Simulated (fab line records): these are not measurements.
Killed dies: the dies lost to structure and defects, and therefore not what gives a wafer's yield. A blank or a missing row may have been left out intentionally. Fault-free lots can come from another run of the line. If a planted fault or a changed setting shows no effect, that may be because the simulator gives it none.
Split-lot study	flow n5 finfet	39 wafers read from 7 lots, route of 1938 steps

## SPLIT DETAILS
At N5_MOL_CONTACT_COAG_ETCH_110 (etches Si in CF4/O2, target depth 2.5 nm, time 8 s), the setting source w was moved away from the recipe's 200 W on 12 of the 39 wafers read, by -15.5% to +17.1%. For the rest of the wafers, this setting stayed at what the recipe calls for.

Reading taken at the split's own step.

## THE READING
rf vpp V, in V, at N5_MOL_CONTACT_COAG_ETCH_110 (etches Si in CF4/O2, target depth 2.5 nm, time 8 s). A value of 127.8 V with a standard deviation of 1.9 V is what fault-free wafers of this fab line usually give.

wafer	tool, chamber at the split	source w as run, W	against the recipe	rf vpp V, V	against lot-mates on the recipe
L075.1	rie diel-04, 1	200	recipe	128.1	-
L075.2	rie diel-04, 2	200	recipe	127.0	-
L075.3	rie diel-04, 0	200	recipe	130.3	-
L075.4	rie diel-04, 3	200	recipe	126.3	-
L075.5	rie diel-04, 0	200	recipe	131.8	-
L075.6	rie diel-04, 3	200	recipe	126.8	-
L077.1	rie diel-01, 1	234.2	+17.1%	115.2	-12.9
L077.2	rie diel-01, 3	200	recipe	129.0	-
L077.3	rie diel-01, 0	234.2	+17.1%	117.4	-10.7
L077.4	rie diel-01, 1	200	recipe	126.0	-
L077.5	rie diel-01, 0	200	recipe	129.3	-
L077.6	rie diel-01, 3	234.2	+17.1%	116.9	-11.2
L080.1	rie diel-02, 0	178.1	-11.0%	134.6	+7.8
L080.2	rie diel-02, 2	200	recipe	126.2	-
L080.3	rie diel-02, 3	178.1	-11.0%	138.4	+11.6
L080.4	rie diel-02, 3	200	recipe	129.6	-
L080.5	rie diel-02, 2	200	recipe	124.7	-
L080.6	rie diel-02, 0	178.1	-11.0%	136.0	+9.2
L088.1	rie diel-01, 2	200	recipe	130.1	-
L088.2	rie diel-01, 1	200	recipe	126.7	-
L088.3	rie diel-01, 0	200	recipe	126.9	-
L088.4	rie diel-01, 3	200	recipe	128.4	-
L088.5	rie diel-01, 0	200	recipe	129.1	-
L088.6	rie diel-01, 3	200	recipe	129.2	-
L091.2	rie diel-02, 0	200	recipe	127.5	-
L091.4	rie diel-02, 3	200	recipe	130.4	-
L091.6	rie diel-02, 3	200	recipe	128.5	-
L092.1	rie diel-02, 3	169	-15.5%	145.9	+20.7
L092.2	rie diel-02, 2	200	recipe	124.9	-
L092.3	rie diel-02, 1	169	-15.5%	145.1	+19.9
L092.4	rie diel-02, 0	200	recipe	123.9	-
L092.5	rie diel-02, 3	169	-15.5%	145.7	+20.5
L092.6	rie diel-02, 2	200	recipe	126.9	-
L094.1	rie diel-02, 0	200	recipe	126.5	-
L094.2	rie diel-02, 2	229.7	+14.8%	116.0	-12.0
L094.3	rie diel-02, 1	200	recipe	129.1	-
L094.4	rie diel-02, 3	200	recipe	128.5	-
L094.5	rie diel-02, 0	229.7	+14.8%	116.4	-11.6
L094.6	rie diel-02, 1	229.7	+14.8%	119.8	-8.2

FIT RESULTS
A straight line over all 39 wafers: rf vpp V changes by -0.825 V for each +1% of source w; r = -0.95; the points scatter about the line by 2.3 V.
The same after taking each lot's own level away (the mean of its wafers on the recipe; 39 wafers): -0.894 V for each +1%; r = -0.95; scatter 2.5 V.
That fit puts the effect of the largest move of source w on the reading at 15 V.
Across the lots, their own levels run from 125.23 to 128.80 V, a range of 1.9 times the standard deviation given above.
Consequently the slope shifts little with the lot-to-lot level, the two slopes agreeing.
Check: for one of the wafers moved furthest among these (+17.1%), held out of the fit, the line's prediction against its lot-mates is -14.5 V. Against them it came out at -12.9 V.
Tool readings at the split's step, against how far the setting was moved: rf vpp V r = -0.95.

## ADDITIONAL SPLITS CARRIED BY THESE WAFERS
Before the reading, these wafers also passed through other splits. Each is held against what the fit with the lots' levels taken away leaves over:
other split on the same wafers	wafers away from the commonest value	r with rf vpp V (lot level and that fit taken away)
N5_DUMMY_GATE_EXPOSE_12 dose mj	12	-0.14
N5_DUMMY_GATE_ETCH_42 bias w	15	+0.31
N5_HKMG_FIN_CVD_62 target thk a	12	+0.02

## THE WHOLE CHAIN: every reading that the file lists as answering this split, in the file's order
step	what it does	reading	change (the file's fit)	r (the file's)
N5_MOL_CONTACT_COAG_ETCH_110	etches Si in CF4/O2, target depth 2.5 nm, time 8 s	rf vpp V	-0.887 V for each +1% of the setting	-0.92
N5_MOL_CONTACT_COAG_ETCH_110	etches Si in CF4/O2, target depth 2.5 nm, time 8 s	etch.depth nm (the simulator's own value, which no gauge read)	+0.0214 nm for each +1% of the setting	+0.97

## FILE'S OWN FIT
rf vpp V changes by -0.887 V for each +1% of source w, r = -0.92.
